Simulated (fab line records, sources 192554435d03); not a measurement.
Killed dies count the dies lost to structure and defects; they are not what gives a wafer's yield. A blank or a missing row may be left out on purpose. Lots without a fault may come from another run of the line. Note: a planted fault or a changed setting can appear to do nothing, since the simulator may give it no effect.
Chamber matching || flow n5-finfet || 3 sister chambers for N5_BEOL_M5_CURE_79 on uv-cure-01
The step cures SiCOH lowk, time 240 s. 6 wafers are shown with their chamber, then 8 later ones without.

WAFERS WITH THEIR CHAMBER
{"wafer": "L079.2", "chamber": 0, "wafer_temp_C_max": 386.5, "lamp-power-pct (%)": 52.33}
{"wafer": "L079.3", "chamber": 0, "wafer_temp_C_max": 386.1, "lamp-power-pct (%)": 52.26}
{"wafer": "L081.6", "chamber": 1, "wafer_temp_C_max": 387.3, "lamp-power-pct (%)": 52.25}
{"wafer": "L087.5", "chamber": 2, "wafer_temp_C_max": 386.4, "lamp-power-pct (%)": 52.38}
{"wafer": "L087.6", "chamber": 2, "wafer_temp_C_max": 386.9, "lamp-power-pct (%)": 52.23}
{"wafer": "L091.1", "chamber": 1, "wafer_temp_C_max": 386.5, "lamp-power-pct (%)": 52.27}

WAFERS MISSING THEIR CHAMBER
{"wafer": "L091.5", "wafer_temp_C_max": 386.6, "lamp-power-pct (%)": 52.25}
{"wafer": "L091.6", "wafer_temp_C_max": 386.7, "lamp-power-pct (%)": 52.31}
{"wafer": "L096.2", "wafer_temp_C_max": 387.0, "lamp-power-pct (%)": 52.37}
{"wafer": "L096.4", "wafer_temp_C_max": 386.9, "lamp-power-pct (%)": 52.23}
{"wafer": "L096.6", "wafer_temp_C_max": 387.0, "lamp-power-pct (%)": 52.30}
{"wafer": "L097.3", "wafer_temp_C_max": 385.7, "lamp-power-pct (%)": 52.35}
{"wafer": "L097.4", "wafer_temp_C_max": 386.4, "lamp-power-pct (%)": 52.40}
{"wafer": "L097.5", "wafer_temp_C_max": 386.0, "lamp-power-pct (%)": 52.32}

EACH ONE'S CHAMBER
{"wafer": "L091.5", "from the rows above": "can't be placed: 1 or 2 or 0", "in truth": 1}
{"wafer": "L091.6", "from the rows above": "can't be placed: 2 or 1 or 0", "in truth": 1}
{"wafer": "L096.2", "from the rows above": "can't be placed: 2 or 1 or 0", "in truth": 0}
{"wafer": "L096.4", "from the rows above": "can't be placed: 1 or 2 or 0", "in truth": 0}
{"wafer": "L096.6", "from the rows above": "can't be placed: 1 or 2 or 0", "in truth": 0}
{"wafer": "L097.3", "from the rows above": "can't be placed: 0 or 2 or 1", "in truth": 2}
{"wafer": "L097.4", "from the rows above": "can't be placed: 2 or 0 or 1", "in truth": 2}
{"wafer": "L097.5", "from the rows above": "can't be placed: 0 or 2 or 1", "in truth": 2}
Correct placement for 0 of the 8. Not placeable from these rows: 8 (in 8, the candidates include the true chamber). Number placed wrongly: 0.
How it was worked out, from the rows above alone: a wafer's distance from a chamber is the root of the sum, over the readings, of the square of ((its reading less the chamber's mean) divided by the reading's scatter). If the next closest chamber is less than 2 further off than the closest, the wafer can't be placed; otherwise it belongs to the closest. A chamber's mean is the mean of its shown wafers. The scatter: take each reading less its chamber's mean, square it, sum over the shown wafers, divide by the number of wafers less the number of chambers, and take the root.
